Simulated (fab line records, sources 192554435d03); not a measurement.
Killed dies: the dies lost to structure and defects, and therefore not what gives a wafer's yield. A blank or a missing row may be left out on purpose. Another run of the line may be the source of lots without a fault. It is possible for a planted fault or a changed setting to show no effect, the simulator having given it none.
Matching of chambers / flow n5 finfet / N5_BEOL_M5_DESCUM_16 on rie diel-02 has 4 sister chambers
The step chemistry O2, time 7 s. 4 wafers are shown with their chamber, then 7 later ones without.

## WAFERS, EACH WITH ITS CHAMBER
wafer=L077.1; chamber=3; drypump motor current A (A)=5.5
wafer=L079.1; chamber=2; drypump motor current A (A)=5.9
wafer=L089.3; chamber=1; drypump motor current A (A)=6.0
wafer=L089.4; chamber=0; drypump motor current A (A)=5.0

## WAFERS WHOSE CHAMBER IS MISSING
wafer=L089.6; drypump motor current A (A)=5.5
wafer=L090.4; drypump motor current A (A)=6.0
wafer=L090.5; drypump motor current A (A)=5.5
wafer=L090.6; drypump motor current A (A)=5.1
wafer=L095.1; drypump motor current A (A)=5.1
wafer=L095.3; drypump motor current A (A)=5.9
wafer=L095.5; drypump motor current A (A)=6.0

## EACH ONE'S CHAMBER
wafer=L089.6; from the rows above=3; in truth=3
wafer=L090.4; from the rows above=can't be placed: 1 or 2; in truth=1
wafer=L090.5; from the rows above=3; in truth=3
wafer=L090.6; from the rows above=0; in truth=0
wafer=L095.1; from the rows above=0; in truth=0
wafer=L095.3; from the rows above=can't be placed: 2 or 1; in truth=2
wafer=L095.5; from the rows above=can't be placed: 1 or 2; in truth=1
Placed correctly: 4 of 7. Can't be placed from these rows: 3 (the true chamber is among the candidates in 3). Placed wrongly: 0.
How it was worked out, from the rows above alone: a wafer's distance from a chamber is the root of the sum, over the readings, of the square of ((its reading less the chamber's mean) divided by the reading's scatter). The wafer belongs to the nearest chamber; if the next one is less than 2 further off, it can't be placed. A chamber's mean is the mean of its shown wafers. The scatter (one wafer shown for each chamber): square how far every hidden wafer sits from the nearest shown wafer, average those squares and take the square root.
